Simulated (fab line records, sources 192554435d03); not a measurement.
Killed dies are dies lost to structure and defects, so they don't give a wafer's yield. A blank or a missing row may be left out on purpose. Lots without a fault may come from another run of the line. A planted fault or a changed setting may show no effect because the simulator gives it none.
Split-lot experiment | flow n5_finfet | 7 lots, 21 wafers read, on a route of 1938 steps

THE SPLIT
At N5_BEOL_M0_SAQP_SPACER2_ALD_26 (deposits SiO2, target thk 15 nm, pulse time 1 s, purge time 2 s), the setting target_thk_a was moved away from the recipe's 150 angstrom on 5 of the 21 wafers read, by -4.5% to +9.9%. The other wafers ran this setting at the recipe's value.

FROM THE SPLIT TO THE READING: what the file shows between them, 2 steps
- N5_BEOL_M0_SAQP_SPACER2_ETCHBACK_27: etches SiO2 in CHF3/O2, target depth 22.5 nm, time 11.25 s
- N5_BEOL_M0_SAQP_MANDREL2_REMOVE_110: chemistry HBr/Cl2/O2, target a-Si, stops on SiCN, bt time 10 s

THE READING
cd_nm, in nm, at N5_BEOL_M0_SAQP_CD_MEAS_29 (target cd 14.4 nm). Fault-free wafers of this fab line usually give 14.95 nm, standard deviation 0.22 nm.

wafer  | tool, chamber at the split | target_thk_a as run, angstrom | against the recipe | cd_nm, nm | against lot-mates on the recipe
L079.1 | ald_sin-01, 3,0,2          | 150                           | recipe             | 14.93     | -
L079.3 | ald_sin-01, 3,0,2          | 150                           | recipe             | 15.12     | -
L079.5 | ald_sin-01, 3,0,2          | 150                           | recipe             | 15.09     | -
L082.1 | ald_sin-01, 2,3,0          | 150                           | recipe             | 14.78     | -
L082.2 | ald_sin-01, 2,3,0          | 150                           | recipe             | 15.18     | -
L082.4 | ald_sin-01, 2,3,0          | 150                           | recipe             | 15.19     | -
L083.1 | ald_sin-02, 2,3,1          | 150                           | recipe             | 14.89     | -
L083.3 | ald_sin-02, 2,3,1          | 150                           | recipe             | 15.14     | -
L083.6 | ald_sin-02, 2,3,1          | 150                           | recipe             | 15.28     | -
L089.3 | ald_sin-04, 0,0,1          | 150                           | recipe             | 14.99     | -
L089.5 | ald_sin-04, 0,0,1          | 150                           | recipe             | 14.91     | -
L089.6 | ald_sin-04, 0,0,1          | 150                           | recipe             | 15.11     | -
L090.2 | ald_sin-02, 1,2            | 143.2                         | -4.5%              | 14.64     | -0.55
L090.3 | ald_sin-02, 0              | 150                           | recipe             | 15.19     | -
L090.4 | ald_sin-02, 1,2            | 143.2                         | -4.5%              | 14.01     | -1.18
L094.2 | ald_sin-01, 3              | 150                           | recipe             | 15.07     | -
L094.3 | ald_sin-01, 2              | 143.2                         | -4.5%              | 14.43     | -0.64
L094.5 | ald_sin-01, 0              | 143.2                         | -4.5%              | 14.15     | -0.92
L095.1 | ald_sin-04, 0,3            | 150                           | recipe             | 14.91     | -
L095.3 | ald_sin-04, 1              | 164.8                         | +9.9%              | 16.59     | +1.68
L095.4 | ald_sin-04, 0,3            | 150                           | recipe             | 14.91     | -
Where a row lists several chambers, the file gives one row for several wafers and doesn't say which wafer went through which chamber.

THE FIT
A straight line over all 21 wafers: cd_nm changes by +0.159 nm for each +1% of target_thk_a; r = +0.94; the points scatter about the line by 0.17 nm.
The same after taking each lot's own level away (the mean of its wafers on the recipe; 21 wafers): +0.175 nm for each +1%; r = +0.96; scatter 0.16 nm.
On that fit, the largest move of target_thk_a shifts the reading by 1.7 nm.
The lots' own levels span 14.910 to 15.190 nm, that is 1.3 times the standard deviation above.
So the lot-to-lot level changes the slope little: the two slopes agree.
Check: with one of the wafers moved furthest among these (+9.9%) left out of the fit, the line predicts +1.79 nm for it against its lot-mates. It came out at +1.68 nm against them.

OTHER SPLITS ON THESE WAFERS
These wafers also went through other splits before the reading. Each is held against what the fit with the lots' levels taken away leaves over:
other split on the same wafers   | wafers away from the commonest value | r with cd_nm (lot level and that fit taken away)
N5_BEOL_M0_SAQP_COAT_08 spin_rpm | 4                                    | -0.47

THE WHOLE CHAIN: every reading that the file lists as answering this split, in the file's order
step                                | what it does                                                            | reading                                                                                     | change (the file's fit)               | r (the file's)
N5_BEOL_M0_SAQP_SPACER2_ALD_26      | deposits SiO2, target thk 15 nm, pulse time 1 s, purge time 2 s         | SiO2_of_BEOL_M0_SAQP_SPACER2_ALD_26.thk_nm (the simulator's own value, which no gauge read) | +0.163 nm for each +1% of the setting | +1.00
N5_BEOL_M0_SAQP_MANDREL2_REMOVE_110 | chemistry HBr/Cl2/O2, target a-Si, stops on SiCN, bt time 10 s          | BEOL_M0_SAQP.cd_nm (the simulator's own value, which no gauge read)                         | +0.179 nm for each +1% of the setting | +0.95
N5_BEOL_M0_SAQP_CD_MEAS_29          | target cd 14.4 nm                                                       | cd_nm                                                                                       | +0.173 nm for each +1% of the setting | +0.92
N5_BEOL_M0_CUTY_ETCH_63             | etches SOC in N2/H2, target depth 82.7 nm, overetch 16.5 nm, time 124 s | SiO2_of_BEOL_M0_SAQP_SPACER2_ALD_26.thk_nm (the simulator's own value, which no gauge read) | +0.153 nm for each +1% of the setting | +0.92

THE FILE'S OWN FIT
cd_nm changes by +0.173 nm for each +1% of target_thk_a, r = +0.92.
